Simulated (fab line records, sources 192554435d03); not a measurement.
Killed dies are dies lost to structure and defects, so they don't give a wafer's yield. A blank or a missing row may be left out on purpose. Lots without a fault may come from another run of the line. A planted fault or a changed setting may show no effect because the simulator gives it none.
Split-lot experiment | flow n5_finfet | 7 lots, 21 wafers read, on a route of 1938 steps

THE SPLIT
At N5_BEOL_M6_TRENCH_ETCH_37 (etches SiCOH lowk in C4F6/O2, target depth 94.435 nm, time 31.5 s), the setting time_s was moved away from the recipe's 31.5 s on 6 of the 21 wafers read, by -14.4% to +22.2%. The other wafers ran this setting at the recipe's value.

FROM THE SPLIT TO THE READING: what the file shows between them, 11 steps
- N5_BEOL_M6_ETCH_41: etches SiCN in CH3F/O2, target depth 29.7 nm, time 52 s
- N5_BEOL_M6_STRIP_80: strips in N2/H2, time 10 s
- N5_BEOL_M6_OCD_MEAS_38
- N5_BEOL_M6_HM_STRIP_39: strips TiN in peroxide tin strip, target depth 25 nm, time 158 s
- N5_BEOL_M6_SRD_40: time 30 s
- N5_BEOL_M6_ECD_50: material Cu, target thk 300 nm
- N5_BEOL_M6_ANNEAL_51: time 90 s
- N5_BEOL_M6_CMP_52: polishes, stops on SiCOH lowk, t overpolish 6.9 s, target thk 80 nm
- N5_BEOL_M6_THK_MEAS_53: measures by xrf
- N5_BEOL_M6_PRE_CLEAN_55: time 15 s
- N5_BEOL_M6_DEP_56: deposits SiCN from 3MS/NH3, target thk 10 nm, time 17.5 s

THE READING
M6_RS, in ohm/sq, at N5_BEOL_M6_RS_MEAS_57 (measures by four-point-probe). Fault-free wafers of this fab line usually give 0.288 ohm/sq, standard deviation 0.01 ohm/sq.

wafer  | tool, chamber at the split | time_s as run, s | against the recipe | M6_RS, ohm/sq | against lot-mates on the recipe
L074.2 | rie_diel-04, 3             | 31.5             | recipe             | 0.313         | -
L074.3 | rie_diel-04, 2             | 31.5             | recipe             | 0.291         | -
L074.5 | rie_diel-04, 0             | 31.5             | recipe             | 0.280         | -
L086.3 | rie_diel-01, 1             | 31.5             | recipe             | 0.278         | -
L086.5 | rie_diel-01, 0             | 27.89            | -11.5%             | 0.338         | +0.060
L086.6 | rie_diel-01, 1             | 27.89            | -11.5%             | 0.331         | +0.053
L081.1 | rie_diel-04, 0             | 31.5             | recipe             | 0.290         | -
L081.2 | rie_diel-04, 1             | 31.5             | recipe             | 0.281         | -
L081.4 | rie_diel-04, 2             | 31.5             | recipe             | 0.286         | -
L090.2 | rie_diel-01, 1             | 31.5             | recipe             | 0.277         | -
L090.3 | rie_diel-01, 2             | 31.5             | recipe             | 0.308         | -
L090.6 | rie_diel-01, 0             | 31.5             | recipe             | 0.284         | -
L089.3 | rie_diel-04, 3             | 31.5             | recipe             | 0.301         | -
L089.4 | rie_diel-04, 2             | 26.95            | -14.4%             | 0.354         | +0.053
L089.6 | rie_diel-04, 1             | 26.95            | -14.4%             | 0.359         | +0.058
L087.3 | rie_diel-01, 1             | 31.5             | recipe             | 0.271         | -
L087.4 | rie_diel-01, 2             | 31.5             | recipe             | 0.304         | -
L087.5 | rie_diel-01, 1             | 31.5             | recipe             | 0.284         | -
L093.3 | rie_diel-04, 0             | 31.5             | recipe             | 0.276         | -
L093.4 | rie_diel-04, 0             | 38.5             | +22.2%             | 0.218         | -0.058
L093.6 | rie_diel-04, 1             | 38.5             | +22.2%             | 0.219         | -0.057

THE FIT
A straight line over all 21 wafers: M6_RS changes by -0.00366 ohm/sq for each +1% of time_s; r = -0.94; the points scatter about the line by 0.012 ohm/sq.
The same after taking each lot's own level away (the mean of its wafers on the recipe; 21 wafers): -0.00325 ohm/sq for each +1%; r = -0.93; scatter 0.012 ohm/sq.
On that fit, the largest move of time_s shifts the reading by 0.072 ohm/sq.
The lots' own levels span 0.2760 to 0.3010 ohm/sq, that is 2.5 times the standard deviation above.
So the lot-to-lot level changes the slope: the two fits differ.
Check: with one of the wafers moved furthest among these (+22.2%) left out of the fit, the line predicts -0.0738 ohm/sq for it against its lot-mates. It came out at -0.058 ohm/sq against them.

THE WHOLE CHAIN: every reading that the file lists as answering this split, in the file's order
step                      | what it does                                                        | reading                                                                      | change (the file's fit)               | r (the file's)
N5_BEOL_M6_TRENCH_ETCH_37 | etches SiCOH lowk in C4F6/O2, target depth 94.435 nm, time 31.5 s   | etch.depth_nm (the simulator's own value, which no gauge read)               | +0.91 nm for each +1% of the setting  | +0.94
N5_BEOL_M6_TRENCH_ETCH_37 | etches SiCOH lowk in C4F6/O2, target depth 94.435 nm, time 31.5 s   | BEOL_M6.feature_depth_nm (the simulator's own value, which no gauge read)    | +0.91 nm for each +1% of the setting  | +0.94
N5_BEOL_M6_OCD_MEAS_38    |                                                                     | trench_depth_nm                                                              | +0.926 nm for each +1% of the setting | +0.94
N5_BEOL_M6_CMP_52         | polishes, stops on SiCOH lowk, t overpolish 6.9 s, target thk 80 nm | Cu_of_BEOL_M6_ECD_50.thk_nm (the simulator's own value, which no gauge read) | +0.832 nm for each +1% of the setting | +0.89
N5_BEOL_M6_THK_MEAS_53    | measures by xrf                                                     | M6_THK                                                                       | +0.854 for each +1% of the setting    | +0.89
N5_BEOL_M6_RS_MEAS_57     | measures by four-point-probe                                        | M6_RS                                                                        | -0.00327 for each +1% of the setting  | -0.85

THE FILE'S OWN FIT
M6_RS changes by -0.00327 ohm/sq for each +1% of time_s, r = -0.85.
